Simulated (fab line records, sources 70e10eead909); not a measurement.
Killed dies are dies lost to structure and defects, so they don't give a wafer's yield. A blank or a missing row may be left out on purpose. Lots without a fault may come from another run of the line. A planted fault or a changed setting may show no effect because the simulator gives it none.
Chamber matching | flow nand_harc | NHARC_P_BONDPAD_CMP_19 on cmp-02: 4 sister chambers
The step polishes, t overpolish 30 s, cu recess touch 16 s, target thk 160.81 nm. 7 wafers are shown with their chamber, then 7 later ones without.

WAFERS WITH THEIR CHAMBER
wafer  | chamber | motor_current_A (A) | edge_zone_pressure_frac
L857.6 | 1       | 12.5                | 1.005
L861.1 | 3       | 10.7                | 0.994
L861.3 | 2       | 14.7                | 1.009
L861.4 | 0       | 14.2                | 1.007
L862.2 | 3       | 10.7                | 1.002
L862.5 | 2       | 15.5                | 1.003
L862.6 | 1       | 12.9                | 0.999

WAFERS WITHOUT THEIR CHAMBER
wafer  | motor_current_A (A) | edge_zone_pressure_frac
L868.1 | 14.7                | 1.004
L868.5 | 15.3                | 1.001
L871.1 | 10.5                | 1.006
L871.6 | 12.5                | 1.000
L873.2 | 15.3                | 1.000
L873.4 | 10.6                | 1.000
L873.6 | 10.9                | 1.003

WHICH CHAMBER EACH WENT THROUGH
wafer  | from the rows above     | in truth
L868.1 | can't be placed: 2 or 0 | 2
L868.5 | 2                       | 2
L871.1 | 3                       | 3
L871.6 | 1                       | 1
L873.2 | can't be placed: 2 or 0 | 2
L873.4 | 3                       | 3
L873.6 | 3                       | 3
Placed correctly: 5 of 7. Can't be placed from these rows: 2 (the true chamber is among the candidates in 2). Placed wrongly: 0.
How it was worked out, from the rows above alone: a wafer's distance from a chamber is the root of the sum, over the readings, of the square of ((its reading less the chamber's mean) divided by the reading's scatter). The wafer belongs to the nearest chamber; if the next one is less than 2 further off, it can't be placed. A chamber's mean is the mean of its shown wafers. The scatter: the root of (the sum of the squares of (reading less its chamber's mean) over the shown wafers, divided by (wafers less chambers)).
